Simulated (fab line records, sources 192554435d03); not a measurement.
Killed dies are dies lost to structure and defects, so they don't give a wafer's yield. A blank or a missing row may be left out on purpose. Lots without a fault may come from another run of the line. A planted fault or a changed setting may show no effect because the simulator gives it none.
Chamber matching | flow n5_finfet | N5_BEOL_M8_STRIP_36 on rie_diel-05: 4 sister chambers
The step strips in N2/H2. 24 wafers are shown with their chamber, then 12 later ones without.

WAFERS WITH THEIR CHAMBER
wafer  | chamber | drypump_motor_current_A (A) | showerhead_plenum_p_Torr (Torr) | throttle_valve_pct (%)
L074.1 | 0       | 6.1                         | 2.39                            | 23.56
L074.2 | 3       | 6.1                         | 2.40                            | 23.43
L074.3 | 2       | 6.1                         | 2.63                            | 23.76
L074.4 | 1       | 5.5                         | 2.48                            | 23.64
L074.5 | 2       | 6.1                         | 2.63                            | 23.77
L074.6 | 3       | 6.1                         | 2.40                            | 23.43
L075.1 | 3       | 6.1                         | 2.40                            | 23.41
L075.2 | 0       | 6.1                         | 2.39                            | 23.59
L075.5 | 0       | 6.1                         | 2.39                            | 23.56
L078.1 | 2       | 6.1                         | 2.63                            | 23.80
L078.3 | 3       | 6.2                         | 2.40                            | 23.41
L078.6 | 3       | 6.1                         | 2.40                            | 23.43
L079.2 | 2       | 6.2                         | 2.63                            | 23.77
L079.3 | 3       | 6.2                         | 2.40                            | 23.47
L079.6 | 1       | 5.5                         | 2.48                            | 23.68
L082.1 | 2       | 6.1                         | 2.62                            | 23.78
L082.2 | 0       | 6.1                         | 2.71                            | 23.22
L082.5 | 2       | 6.2                         | 2.62                            | 23.79
L086.1 | 0       | 6.1                         | 2.70                            | 23.26
L086.2 | 1       | 5.5                         | 2.47                            | 23.24
L086.6 | 3       | 6.1                         | 2.39                            | 23.45
L091.2 | 1       | 5.5                         | 2.47                            | 23.20
L091.3 | 0       | 6.1                         | 2.70                            | 23.29
L091.4 | 2       | 6.2                         | 2.61                            | 23.82

SIGNATURES (means of the wafers above)
reading                  | chamber 0 | chamber 1 | chamber 2 | chamber 3 | scatter within a chamber
drypump_motor_current_A  | 6.100     | 5.500     | 6.143     | 6.129     | 0.0396
showerhead_plenum_p_Torr | 2.5467    | 2.4750    | 2.6243    | 2.3986    | 0.086
throttle_valve_pct       | 23.4133   | 23.4400   | 23.7843   | 23.4329   | 0.132
Rule: a wafer's distance from a chamber is the root of the sum, over the readings, of the square of ((its reading less the chamber's mean) divided by the reading's scatter). The wafer belongs to the nearest chamber; if the next one is less than 2 further off, it can't be placed. The scatter: the root of (the sum of the squares of (reading less its chamber's mean) over the shown wafers, divided by (wafers less chambers)).

WAFERS WITHOUT THEIR CHAMBER
wafer  | drypump_motor_current_A (A) | showerhead_plenum_p_Torr (Torr) | throttle_valve_pct (%)
L090.1 | 5.5                         | 2.47                            | 23.25
L090.2 | 6.1                         | 2.69                            | 23.28
L090.5 | 5.5                         | 2.47                            | 23.22
L092.1 | 6.2                         | 2.61                            | 23.84
L092.2 | 6.1                         | 2.70                            | 23.21
L092.6 | 5.5                         | 2.47                            | 23.26
L096.2 | 6.1                         | 2.69                            | 23.31
L096.5 | 6.1                         | 2.69                            | 23.30
L096.6 | 5.5                         | 2.46                            | 23.28
L095.2 | 5.5                         | 2.46                            | 23.26
L095.3 | 6.1                         | 2.68                            | 23.32
L095.6 | 6.1                         | 2.70                            | 23.22

WHICH CHAMBER EACH WENT THROUGH
wafer  | from the rows above          | in truth
L090.1 | 1                            | 1
L090.2 | can't be placed: 0 or 3      | 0
L090.5 | 1                            | 1
L092.1 | 2                            | 2
L092.2 | can't be placed: 0 or 3      | 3
L092.6 | 1                            | 1
L096.2 | can't be placed: 0 or 3 or 2 | 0
L096.5 | can't be placed: 0 or 3      | 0
L096.6 | 1                            | 1
L095.2 | 1                            | 1
L095.3 | can't be placed: 0 or 3      | 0
L095.6 | can't be placed: 0 or 3      | 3
Placed correctly: 6 of 12. Can't be placed from these rows: 6 (the true chamber is among the candidates in 6). Placed wrongly: 0.
